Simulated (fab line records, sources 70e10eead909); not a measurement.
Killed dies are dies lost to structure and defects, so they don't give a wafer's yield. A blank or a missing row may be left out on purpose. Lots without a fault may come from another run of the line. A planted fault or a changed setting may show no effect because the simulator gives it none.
Chamber matching | flow nand_harc | NHARC_A_CONTACT_DESCUM_47 on rie_diel-08: 4 sister chambers
The step chemistry O2, time 3 s. 24 wafers are shown with their chamber, then 12 later ones without.

WAFERS WITH THEIR CHAMBER
wafer  | chamber | showerhead_plenum_p_Torr (Torr) | drypump_motor_current_A (A) | oes_product_au (a.u.)
L074.2 | 3       | 1.81                            | 5.2                         | 0.996
L074.3 | 1       | 1.85                            | 6.6                         | 0.991
L074.5 | 2       | 1.90                            | 6.0                         | 1.016
L075.2 | 0       | 1.92                            | 5.6                         | 1.022
L075.3 | 2       | 1.90                            | 6.1                         | 1.018
L075.4 | 0       | 1.92                            | 5.5                         | 1.017
L077.1 | 0       | 1.92                            | 5.6                         | 1.013
L077.4 | 3       | 1.81                            | 5.2                         | 0.997
L077.6 | 1       | 1.85                            | 6.6                         | 0.988
L081.2 | 2       | 1.89                            | 6.0                         | 1.006
L081.4 | 0       | 1.92                            | 5.5                         | 1.008
L081.5 | 1       | 1.85                            | 6.6                         | 1.005
L082.3 | 0       | 1.92                            | 5.6                         | 1.009
L082.5 | 2       | 1.89                            | 6.1                         | 0.992
L082.6 | 3       | 1.81                            | 5.2                         | 0.987
L083.2 | 3       | 1.81                            | 5.2                         | 0.988
L083.3 | 1       | 1.85                            | 6.5                         | 0.986
L083.4 | 0       | 1.92                            | 5.6                         | 1.022
L083.1 | 2       | 1.89                            | 6.0                         | 0.997
L083.5 | 0       | 1.92                            | 5.5                         | 1.001
L083.6 | 3       | 1.81                            | 5.2                         | 0.990
L084.4 | 2       | 1.89                            | 6.0                         | 1.002
L084.5 | 3       | 1.81                            | 5.2                         | 0.985
L084.6 | 0       | 1.92                            | 5.6                         | 1.022

SIGNATURES (means of the wafers above)
reading                  | chamber 0 | chamber 1 | chamber 2 | chamber 3 | scatter within a chamber
showerhead_plenum_p_Torr | 1.9200    | 1.8500    | 1.8933    | 1.8100    | 0.00258
drypump_motor_current_A  | 5.562     | 6.575     | 6.033     | 5.200     | 0.0445
oes_product_au           | 1.01425   | 0.99250   | 1.00517   | 0.99050   | 0.00808
Rule: a wafer's distance from a chamber is the root of the sum, over the readings, of the square of ((its reading less the chamber's mean) divided by the reading's scatter). The wafer belongs to the nearest chamber; if the next one is less than 2 further off, it can't be placed. The scatter: the root of (the sum of the squares of (reading less its chamber's mean) over the shown wafers, divided by (wafers less chambers)).

WAFERS WITHOUT THEIR CHAMBER
wafer  | showerhead_plenum_p_Torr (Torr) | drypump_motor_current_A (A) | oes_product_au (a.u.)
L093.1 | 1.84                            | 6.5                         | 0.989
L093.4 | 1.89                            | 6.1                         | 1.000
L093.6 | 1.80                            | 5.2                         | 0.990
L095.1 | 1.80                            | 5.2                         | 1.007
L095.2 | 1.92                            | 5.6                         | 0.999
L095.4 | 1.89                            | 6.1                         | 0.995
L097.3 | 1.89                            | 6.0                         | 0.984
L097.5 | 1.84                            | 6.6                         | 0.997
L097.6 | 1.92                            | 5.6                         | 0.995
L096.1 | 1.80                            | 5.2                         | 1.006
L096.3 | 1.89                            | 6.0                         | 0.989
L096.4 | 1.91                            | 5.6                         | 0.999

WHICH CHAMBER EACH WENT THROUGH
wafer  | from the rows above | in truth
L093.1 | 1                   | 1
L093.4 | 2                   | 2
L093.6 | 3                   | 3
L095.1 | 3                   | 3
L095.2 | 0                   | 0
L095.4 | 2                   | 2
L097.3 | 2                   | 2
L097.5 | 1                   | 1
L097.6 | 0                   | 0
L096.1 | 3                   | 3
L096.3 | 2                   | 2
L096.4 | 0                   | 0
Placed correctly: 12 of 12. Can't be placed from these rows: 0. Placed wrongly: 0.
